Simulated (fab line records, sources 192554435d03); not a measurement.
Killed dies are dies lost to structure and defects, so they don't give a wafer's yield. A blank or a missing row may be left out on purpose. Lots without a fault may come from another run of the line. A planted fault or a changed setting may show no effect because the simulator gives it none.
Split-lot experiment | flow n5_finfet | 7 lots, 39 wafers read, on a route of 1938 steps

THE SPLIT
At N5_HKMG_FIN_DEVELOP_48 (develop time 30 s), the setting develop_time_s was moved away from the recipe's 30 s on 18 of the 39 wafers read, by -44.7% to +53.0%. The other wafers ran this setting at the recipe's value.

The file shows no step between the split and the reading.

THE READING
cd_nm, in nm, at N5_HKMG_FIN_CD_MEAS_49 (target cd 202 nm). Fault-free wafers of this fab line usually give 202.5 nm, standard deviation 0.7 nm.

wafer  | tool, chamber at the split | develop_time_s as run, s | against the recipe | cd_nm, nm | against lot-mates on the recipe
L076.1 | litho_track-05, 0          | 30                       | recipe             | 201.5     | -
L076.4 | litho_track-05, 0          | 30                       | recipe             | 201.7     | -
L076.5 | litho_track-05, 0          | 30                       | recipe             | 202.0     | -
L080.1 | litho_track-01, 0          | 38.34                    | +27.8%             | 204.6     | +1.6
L080.2 | litho_track-01, 0          | 38.34                    | +27.8%             | 204.0     | +1.0
L080.3 | litho_track-01, 0          | 30                       | recipe             | 203.4     | -
L080.4 | litho_track-01, 0          | 38.34                    | +27.8%             | 203.8     | +0.8
L080.5 | litho_track-01, 0          | 30                       | recipe             | 203.0     | -
L080.6 | litho_track-01, 0          | 30                       | recipe             | 202.6     | -
L085.1 | litho_track-01, 0          | 34.52                    | +15.1%             | 204.3     | +1.8
L085.2 | litho_track-01, 0          | 30                       | recipe             | 202.6     | -
L085.3 | litho_track-01, 0          | 30                       | recipe             | 202.1     | -
L085.4 | litho_track-01, 0          | 34.52                    | +15.1%             | 204.1     | +1.6
L085.5 | litho_track-01, 0          | 30                       | recipe             | 202.9     | -
L085.6 | litho_track-01, 0          | 34.52                    | +15.1%             | 204.2     | +1.7
L089.1 | litho_track-01, 0          | 30                       | recipe             | 203.1     | -
L089.2 | litho_track-01, 0          | 16.58                    | -44.7%             | 200.5     | -2.5
L089.3 | litho_track-01, 0          | 16.58                    | -44.7%             | 199.9     | -3.1
L089.4 | litho_track-01, 0          | 30                       | recipe             | 203.3     | -
L089.5 | litho_track-01, 0          | 16.58                    | -44.7%             | 199.8     | -3.2
L089.6 | litho_track-01, 0          | 30                       | recipe             | 202.7     | -
L093.1 | litho_track-04, 0          | 30                       | recipe             | 201.9     | -
L093.2 | litho_track-04, 0          | 43.82                    | +46.1%             | 203.5     | +2.0
L093.3 | litho_track-04, 0          | 43.82                    | +46.1%             | 203.1     | +1.6
L093.4 | litho_track-04, 0          | 43.82                    | +46.1%             | 203.3     | +1.8
L093.5 | litho_track-04, 0          | 30                       | recipe             | 201.5     | -
L093.6 | litho_track-04, 0          | 30                       | recipe             | 201.1     | -
L094.1 | litho_track-01, 0          | 30                       | recipe             | 202.6     | -
L094.2 | litho_track-01, 0          | 40.92                    | +36.4%             | 204.0     | +1.3
L094.3 | litho_track-01, 0          | 40.92                    | +36.4%             | 203.9     | +1.2
L094.4 | litho_track-01, 0          | 40.92                    | +36.4%             | 204.4     | +1.7
L094.5 | litho_track-01, 0          | 30                       | recipe             | 202.4     | -
L094.6 | litho_track-01, 0          | 30                       | recipe             | 203.2     | -
L096.1 | litho_track-04, 0          | 30                       | recipe             | 202.5     | -
L096.2 | litho_track-04, 0          | 45.91                    | +53.0%             | 204.2     | +2.2
L096.3 | litho_track-04, 0          | 45.91                    | +53.0%             | 204.4     | +2.4
L096.4 | litho_track-04, 0          | 30                       | recipe             | 202.1     | -
L096.5 | litho_track-04, 0          | 30                       | recipe             | 201.5     | -
L096.6 | litho_track-04, 0          | 45.91                    | +53.0%             | 205.2     | +3.2

THE FIT
A straight line over all 39 wafers: cd_nm changes by +0.0432 nm for each +1% of develop_time_s; r = +0.83; the points scatter about the line by 0.72 nm.
The same after taking each lot's own level away (the mean of its wafers on the recipe; 39 wafers): +0.0508 nm for each +1%; r = +0.93; scatter 0.49 nm.
On that fit, the largest move of develop_time_s shifts the reading by 2.7 nm.
The lots' own levels span 201.50 to 203.03 nm, that is 2.2 times the standard deviation above.
So the lot-to-lot level changes the slope: the two fits differ.
Check: with one of the wafers moved furthest among these (+53.0%) left out of the fit, the line predicts +2.65 nm for it against its lot-mates. It came out at +2.17 nm against them.

OTHER SPLITS ON THESE WAFERS
These wafers also went through other splits before the reading. Each is held against what the fit with the lots' levels taken away leaves over:
other split on the same wafers       | wafers away from the commonest value | r with cd_nm (lot level and that fit taken away)
N5_FIN_SAQP_HM_DEP_72 time_s         | 18                                   | +0.49
N5_STI_FIN_REVEAL_ETCHBACK_08 time_s | 9                                    | -0.01

THE FILE'S OWN FIT
cd_nm changes by +0.0496 nm for each +1% of develop_time_s, r = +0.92.
